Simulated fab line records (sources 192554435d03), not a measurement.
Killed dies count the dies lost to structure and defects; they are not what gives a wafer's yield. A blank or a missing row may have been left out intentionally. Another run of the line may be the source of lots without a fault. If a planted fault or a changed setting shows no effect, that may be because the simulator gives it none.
What tool caused it?    flow n5_finfet    21 lots, 63 wafers sampled, at 6 steps of a route of 1938

WHAT EACH GAUGE READ, for each wafer
The record holds no reading of a measuring or inspecting step that can be judged against a usual standard deviation.

WHAT TOOL EACH LOT RAN ON (gives the tool, then ch and the chambers of the sampled wafers, and finally the start)
lot   N5_BEOL_M2_ETCH_74                  N5_BEOL_M2_ETCH_69                  N5_BEOL_M2_STRIP_97                            N5_BEOL_M2_ALD_84                    N5_BEOL_M2_SURFACE_TREAT_85   N5_BEOL_M2_SPUTTER_81
L074  rie_diel-06 ch 1,2, day 6 20:38     rie_diel-02 ch 1,3, day 6 21:57     rie_diel-05 ch 0,3, day 6 23:47 or earlier     ald_metal-01 ch 0,2, day 6 23:47     pvd_sputter-01, day 7 00:03   pvd_sputter-01, day 7 00:47
L075  rie_diel-06 ch 1,2,3, day 6 22:48   rie_diel-05 ch 0,3, day 7 00:00     rie_diel-05 ch 1,2, day 7 02:59 or earlier     ald_metal-01 ch 0,1,2, day 7 02:59   pvd_sputter-01, day 7 03:11   pvd_sputter-01, day 7 03:58
L076  rie_diel-05 ch 0,1,3, day 6 22:55   rie_diel-06 ch 0,1,2, day 7 00:05   rie_diel-02 ch 1,2,3, day 7 08:49 or earlier   ald_metal-01 ch 0,2, day 7 08:49     pvd_sputter-01, day 7 09:08   pvd_sputter-01, day 7 09:53
L077  rie_diel-02 ch 0,2,3, day 7 07:12   rie_diel-06 ch 0,2, day 7 08:13     rie_diel-05 ch 0,1,2, day 7 13:43 or earlier   ald_metal-04 ch 1,2,3, day 7 13:43   pvd_sputter-02, day 7 13:59   pvd_sputter-02, day 7 14:47
L078  rie_diel-06 ch 0,2,3, day 7 07:47   rie_diel-06 ch 0,3, day 7 08:41     rie_diel-02 ch 2,3, day 7 14:01 or earlier     ald_metal-01 ch 1,2, day 7 14:01     pvd_sputter-03, day 7 16:07   pvd_sputter-02, day 7 16:47
L079  rie_diel-06 ch 2,3, day 7 21:59     rie_diel-02 ch 1,3, day 7 23:07     rie_diel-05 ch 0,3, day 8 00:55 or earlier     ald_metal-01 ch 0,1,2, day 8 00:55   pvd_sputter-03, day 8 01:08   pvd_sputter-03, day 8 01:51
L080  rie_diel-05 ch 2,3, day 8 00:56     rie_diel-05 ch 0,2, day 8 02:19     rie_diel-06 ch 0,3, day 8 04:05 or earlier     ald_metal-03 ch 1,2, day 8 04:05     pvd_sputter-03, day 8 04:22   pvd_sputter-01, day 8 05:04
L081  rie_diel-02 ch 0,2,3, day 8 07:10   rie_diel-06 ch 0,2, day 8 08:10     rie_diel-02 ch 0,1,2, day 8 13:44 or earlier   ald_metal-03 ch 0,3, day 8 13:44     pvd_sputter-03, day 8 14:01   pvd_sputter-03, day 8 14:49
L083  rie_diel-06 ch 0,1, day 8 17:05     rie_diel-02 ch 0,2,3, day 8 17:59   rie_diel-06 ch 0,2,3, day 8 22:20 or earlier   ald_metal-03 ch 0,2,3, day 8 22:20   pvd_sputter-01, day 8 22:34   pvd_sputter-03, day 9 00:46
L084  rie_diel-05 ch 0,2, day 8 22:16     rie_diel-06 ch 1,2, day 8 23:24     rie_diel-02 ch 0,2,3, day 9 05:55 or earlier   ald_metal-04 ch 1,3, day 9 05:55     pvd_sputter-02, day 9 06:12   pvd_sputter-01, day 9 06:58
L085  rie_diel-05 ch 2,3, day 9 08:57     rie_diel-06 ch 0,2,3, day 9 10:00   rie_diel-02 ch 1,2,3, day 9 12:59 or earlier   ald_metal-04 ch 2,3, day 9 12:59     pvd_sputter-02, day 9 13:25   pvd_sputter-03, day 9 14:20
L086  rie_diel-02 ch 0,2, day 9 10:19     rie_diel-02 ch 1,2,3, day 9 11:13   rie_diel-02 ch 0,1,2, day 9 16:22 or earlier   ald_metal-04 ch 0,2, day 9 16:22     pvd_sputter-03, day 9 16:41   pvd_sputter-03, day 9 17:30
L087  rie_diel-05 ch 0,1,2, day 9 23:14   rie_diel-06 ch 1,2,3, day 10 00:17  rie_diel-02 ch 0,2,3, day 10 06:05 or earlier  ald_metal-04 ch 0,2,3, day 10 06:05  pvd_sputter-01, day 10 06:19  pvd_sputter-02, day 10 07:00
L088  rie_diel-06 ch 0,2,3, day 10 03:14  rie_diel-05 ch 0,1,2, day 10 04:09  rie_diel-05 ch 0,1,3, day 10 12:50 or earlier  ald_metal-01 ch 1,2, day 10 12:50    pvd_sputter-02, day 10 13:10  pvd_sputter-03, day 10 13:50
L090  rie_diel-05 ch 0,2,3, day 10 07:59  rie_diel-05 ch 1,2, day 10 09:12    rie_diel-02 ch 0,1,3, day 10 15:52 or earlier  ald_metal-01 ch 0,2, day 10 15:52    pvd_sputter-01, day 10 16:10  pvd_sputter-01, day 10 16:52
L089  rie_diel-02 ch 0,3, day 10 10:08    rie_diel-02 ch 0,1,2, day 10 11:09  rie_diel-06 ch 1,2, day 10 15:56 or earlier    ald_metal-04 ch 0,1,2, day 10 15:56  pvd_sputter-03, day 10 16:11  pvd_sputter-02, day 10 17:02
L091  rie_diel-05 ch 0,2, day 10 16:05    rie_diel-02 ch 0,2, day 10 17:07    rie_diel-06 ch 0,1,2, day 10 19:23 or earlier  ald_metal-01 ch 0,1, day 10 19:23    pvd_sputter-01, day 10 19:47  pvd_sputter-01, day 10 20:42
L094  rie_diel-05 ch 0,3, day 11 12:33    rie_diel-05 ch 1,2,3, day 11 13:34  rie_diel-05 ch 0,2,3, day 11 16:17 or earlier  ald_metal-01 ch 1,2, day 11 16:17    pvd_sputter-01, day 11 16:34  pvd_sputter-02, day 11 17:18
L095  rie_diel-05 ch 0,2,3, day 11 17:12  rie_diel-06 ch 1,2,3, day 11 18:14  rie_diel-05 ch 1,2, day 11 21:49 or earlier    ald_metal-04 ch 0,2,3, day 11 21:49  pvd_sputter-01, day 11 22:06  pvd_sputter-01, day 11 22:50
L096  rie_diel-02 ch 0,1,2, day 11 19:46  rie_diel-02 ch 0,2, day 11 20:39    rie_diel-06 ch 0,1,2, day 12 02:11 or earlier  ald_metal-03 ch 0,2, day 12 02:11    pvd_sputter-02, day 12 02:42  pvd_sputter-02, day 12 03:24
L097  rie_diel-06 ch 1,2, day 12 06:13    rie_diel-02 ch 1,2,3, day 12 07:21  rie_diel-06 ch 0,1,2, day 12 13:10 or earlier  ald_metal-01 ch 0,1,2, day 12 13:10  pvd_sputter-02, day 12 13:43  pvd_sputter-01, day 12 16:55
- N5_BEOL_M2_ETCH_74: etches underlayer in N2/H2, target depth 6.5 nm, time 5.2 s.
- N5_BEOL_M2_ETCH_69: etches SiARC in CF4, target depth 15.6 nm, time 26 s.
- N5_BEOL_M2_STRIP_97: strips in N2/H2, time 10 s.
- N5_BEOL_M2_ALD_84: deposits TaN, pulse time 2 s, purge time 3 s, co reactant purge time 2 s.
- N5_BEOL_M2_SURFACE_TREAT_85
- N5_BEOL_M2_SPUTTER_81: material Cu, target thk 4.5 nm, time 8.29 s.

WHAT THE TOOLS THEMSELVES READ (means of the sampled wafers that have a number; where no wafer has one, the mark that the record gives instead)
N5_BEOL_M2_ETCH_74. Usual: value, then standard deviation, for each; chamber_pressure_mTorr 30.00 mTorr / 0.044; drypump_motor_current_A 5.8 A / 0.62; etch_rf_on_time_s 5.19 s / 0.14; oes_product_au 0.68 a.u. / 0.073; rf_vpp_V 522.5 V / 2.5; showerhead_plenum_p_Torr 2.50 Torr / 0.073; throttle_valve_pct 17.8 % / 0.36.
lot   tool         chamber_pressure_mTorr (mTorr)  drypump_motor_current_A (A)  etch_rf_on_time_s (s)  oes_product_au (a.u.)  rf_vpp_V (V)  showerhead_plenum_p_Torr (Torr)  throttle_valve_pct (%)  flag
L074  rie_diel-06  29.97                           6.0                          5.13                   0.67                   520.8         2.42                             17.6                    
L075  rie_diel-06  29.99                           6.2                          5.27                   0.67                   523.3         2.51                             17.8                    
L076  rie_diel-05  29.99                           5.7                          5.28                   0.72                   521.8         2.47                             17.5                    
L077  rie_diel-02  30.04                           5.7                          5.09                   0.70                   521.8         2.50                             18.0                    
L078  rie_diel-06  30.01                           5.9                          5.19                   0.68                   523.9         2.52                             18.1                    
L079  rie_diel-06  30.03                           6.3                          5.12                   0.75                   523.7         2.55                             17.9                    
L080  rie_diel-05  30.02                           6.0                          5.25                   0.65                   523.4         2.51                             17.8                    
L081  rie_diel-02  30.00                           5.8                          5.08                   0.68                   522.8         2.50                             18.0                    
L083  rie_diel-06  29.98                           5.2                          5.11                   0.68                   522.7         2.51                             18.0                    
L084  rie_diel-05  30.02                           6.2                          5.25                   0.63                   522.3         2.48                             17.9                    
L085  rie_diel-05  30.03                           5.5                          5.33                   0.66                   522.6         2.48                             17.6                    
L086  rie_diel-02  30.02                           5.4                          5.03                   0.72                   520.7         2.49                             17.9                    
L087  rie_diel-05  30.00                           6.3                          5.20                   0.66                   521.4         2.48                             17.8                    
L088  rie_diel-06  30.00                           5.9                          5.17                   0.66                   522.5         2.51                             18.1                    
L090  rie_diel-05  30.00                           5.8                          5.31                   0.63                   523.7         2.48                             17.7                    
L089  rie_diel-02  30.02                           5.4                          5.08                   0.68                   522.7         2.50                             18.0                    
L091  rie_diel-05  29.96                           6.4                          5.21                   0.61                   524.2         2.50                             18.0                    
L094  rie_diel-05  29.94                           5.6                          5.30                   0.64                   519.9         2.45                             17.6                    
L095  rie_diel-05  30.04                           5.8                          5.32                   0.63                   522.1         2.48                             17.7                    
L096  rie_diel-02  29.98                           5.6                          5.17                   0.69                   521.3         2.47                             17.7                    
L097  rie_diel-06  29.97                           6.1                          5.13                   0.75                   523.1         2.54                             17.6                    

N5_BEOL_M2_ETCH_69. Usual: value, then standard deviation, for each; chamber_pressure_mTorr 40.00 mTorr / 0.037; drypump_motor_current_A 5.8 A / 0.59; etch_rf_on_time_s 25.9 s / 0.73; oes_product_au 0.68 a.u. / 0.074; rf_vpp_V 183.7 V / 1; showerhead_plenum_p_Torr 2.11 Torr / 0.06; throttle_valve_pct 15.55 % / 0.29.
lot   tool         chamber_pressure_mTorr (mTorr)  drypump_motor_current_A (A)  etch_rf_on_time_s (s)  oes_product_au (a.u.)  rf_vpp_V (V)  showerhead_plenum_p_Torr (Torr)  throttle_valve_pct (%)  flag
L074  rie_diel-02  39.98                           5.6                          25.8                   0.72                   183.9         2.11                             15.35                   
L075  rie_diel-05  39.98                           5.3                          27.0                   0.70                   183.6         2.09                             15.18                   
L076  rie_diel-06  40.00                           5.7                          25.4                   0.68                   183.4         2.06                             15.72                   
L077  rie_diel-06  40.00                           5.4                          25.3                   0.69                   182.5         2.07                             15.84                   
L078  rie_diel-06  40.07                           5.9                          26.1                   0.62                   183.5         2.16                             15.82                   
L079  rie_diel-02  40.00                           5.8                          25.2                   0.66                   183.5         2.12                             15.63                   
L080  rie_diel-05  40.00                           6.2                          26.0                   0.64                   183.4         2.08                             15.53                   
L081  rie_diel-06  39.97                           5.8                          25.0                   0.73                   183.8         2.08                             15.71                   
L083  rie_diel-02  40.00                           5.7                          25.3                   0.68                   183.4         2.10                             15.63                   
L084  rie_diel-06  39.99                           6.1                          25.7                   0.79                   184.8         2.17                             15.44                   
L085  rie_diel-06  39.99                           5.9                          25.7                   0.66                   183.4         2.12                             15.79                   
L086  rie_diel-02  40.02                           5.9                          25.9                   0.66                   183.1         2.10                             15.57                   
L087  rie_diel-06  40.02                           6.2                          25.9                   0.72                   184.4         2.20                             15.52                   
L088  rie_diel-05  39.99                           6.3                          25.9                   0.67                   183.9         2.09                             15.57                   
L090  rie_diel-05  40.02                           6.5                          25.8                   0.71                   183.4         2.11                             15.59                   
L089  rie_diel-02  40.00                           5.6                          26.0                   0.70                   183.0         2.08                             15.41                   
L091  rie_diel-02  39.98                           5.9                          25.5                   0.69                   183.0         2.08                             15.57                   
L094  rie_diel-05  39.98                           6.0                          26.5                   0.66                   183.5         2.10                             15.48                   
L095  rie_diel-06  40.03                           6.2                          25.9                   0.71                   184.0         2.19                             15.54                   
L096  rie_diel-02  40.00                           5.4                          25.5                   0.70                   184.1         2.08                             15.50                   
L097  rie_diel-02  39.97                           5.9                          25.6                   0.74                   183.2         2.09                             15.45                   

N5_BEOL_M2_STRIP_97. Usual: chamber_pressure_mTorr 19.998 mTorr, standard deviation 0.017; drypump_motor_current_A 5.8 A, standard deviation 0.59; oes_product_au 0.80 a.u., standard deviation 0.084; rf_vpp_V 59.1 V, standard deviation 0.84; showerhead_plenum_p_Torr 2.50 Torr, standard deviation 0.072; throttle_valve_pct 23.6 %, standard deviation 0.46.
lot   tool         chamber_pressure_mTorr (mTorr)  drypump_motor_current_A (A)  oes_product_au (a.u.)  rf_vpp_V (V)  showerhead_plenum_p_Torr (Torr)  throttle_valve_pct (%)  flag
L074  rie_diel-05  19.985                          5.3                          0.83                   59.4          2.47                             23.2                    
L075  rie_diel-05  19.999                          6.5                          0.78                   59.0          2.51                             23.6                    
L076  rie_diel-02  20.004                          5.9                          0.79                   58.7          2.49                             23.5                    
L077  rie_diel-05  19.988                          6.3                          0.80                   58.9          2.49                             23.5                    
L078  rie_diel-02  20.001                          6.1                          0.73                   59.3          2.50                             23.9                    
L079  rie_diel-05  19.974                          5.3                          0.83                   58.8          2.47                             23.2                    
L080  rie_diel-06  20.005                          6.0                          0.72                   59.8          2.57                             24.1                    
L081  rie_diel-02  19.993                          5.6                          0.84                   59.0          2.48                             23.5                    
L083  rie_diel-06  19.979                          5.9                          0.78                   59.2          2.51                             24.0                    
L084  rie_diel-02  20.003                          5.7                          0.79                   59.7          2.49                             23.9                    
L085  rie_diel-02  19.994                          5.9                          0.77                   59.8          2.48                             23.6                    
L086  rie_diel-02  19.977                          5.6                          0.84                   58.5          2.47                             23.5                    
L087  rie_diel-02  19.994                          5.8                          0.78                   58.5          2.49                             23.9                    
L088  rie_diel-05  20.017                          5.8                          0.82                   58.9          2.46                             23.3                    
L090  rie_diel-02  20.014                          5.5                          0.79                   59.3          2.49                             23.6                    
L089  rie_diel-06  19.996                          6.0                          0.93                   58.9          2.61                             23.1                    
L091  rie_diel-06  19.982                          5.7                          0.84                   59.2          2.52                             23.6                    
L094  rie_diel-05  20.021                          5.8                          0.74                   59.5          2.47                             23.5                    
L095  rie_diel-05  19.980                          6.5                          0.75                   58.8          2.49                             23.7                    
L096  rie_diel-06  20.013                          5.7                          0.82                   58.5          2.52                             23.6                    
L097  rie_diel-06  19.981                          5.7                          0.81                   59.7          2.52                             23.6                    

N5_BEOL_M2_ALD_84. Usual: heater_power_w 419 W, standard deviation 45; mfc_carrier_sccm 1499 sccm, standard deviation 4.6.
lot   tool          heater_power_w (W)  mfc_carrier_sccm (sccm)  flag
L074  ald_metal-01  434                 1499                     
L075  ald_metal-01  428                 1500                     
L076  ald_metal-01  467                 1501                     
L077  ald_metal-04  403                 1499                     
L078  ald_metal-01  427                 1498                     
L079  ald_metal-01  423                 1504                     
L080  ald_metal-03  423                 1501                     
L081  ald_metal-03  420                 1498                     
L083  ald_metal-03  424                 1498                     
L084  ald_metal-04  403                 1501                     
L085  ald_metal-04  386                 1498                     
L086  ald_metal-04  407                 1500                     
L087  ald_metal-04  385                 1500                     
L088  ald_metal-01  460                 1498                     
L090  ald_metal-01  432                 1499                     
L089  ald_metal-04  417                 1497                     
L091  ald_metal-01  396                 1501                     
L094  ald_metal-01  463                 1500                     
L095  ald_metal-04  394                 1498                     
L096  ald_metal-03  437                 1501                     
L097  ald_metal-01  425                 1496                     

N5_BEOL_M2_SPUTTER_81. Usual: throttle_valve_pct at 30.1 %, with a standard deviation of 1.1.
lot   tool            throttle_valve_pct (%)  flag
L074  pvd_sputter-01  30.3                    
L075  pvd_sputter-01  30.2                    
L076  pvd_sputter-01  29.8                    
L077  pvd_sputter-02  29.4                    
L078  pvd_sputter-02  30.3                    
L079  pvd_sputter-03  30.6                    
L080  pvd_sputter-01  31.3                    
L081  pvd_sputter-03  30.5                    
L083  pvd_sputter-03  30.6                    
L084  pvd_sputter-01  30.3                    
L085  pvd_sputter-03  30.2                    
L086  pvd_sputter-03  30.5                    
L087  pvd_sputter-02  29.6                    
L088  pvd_sputter-03  30.3                    
L090  pvd_sputter-01  31.2                    
L089  pvd_sputter-02  30.3                    
L091  pvd_sputter-01  29.6                    
L094  pvd_sputter-02  29.4                    
L095  pvd_sputter-01  30.2                    
L096  pvd_sputter-02  29.4                    
L097  pvd_sputter-01  30.0                    

THE ANSWER, worked out from the rows above alone
Rule: lot off if the mean of its wafers having a number is beyond 3 standard deviations from the usual mean. A lot without any number at a reading at which 4 lots or more have one is off too. All remaining lots with rows at the step are treated as sound. The gauges are gone through in route order, then the tools' own readings, and for those a lot's mean is taken as printed above. The first step at which some lot is off is used, and at that step the reading that is off furthest; a lot without a number counts as furthest.
No lot is off on any of the readings shown, so nothing can be concluded from this.

WHAT WAS PUT IN BY THE SIMULATOR
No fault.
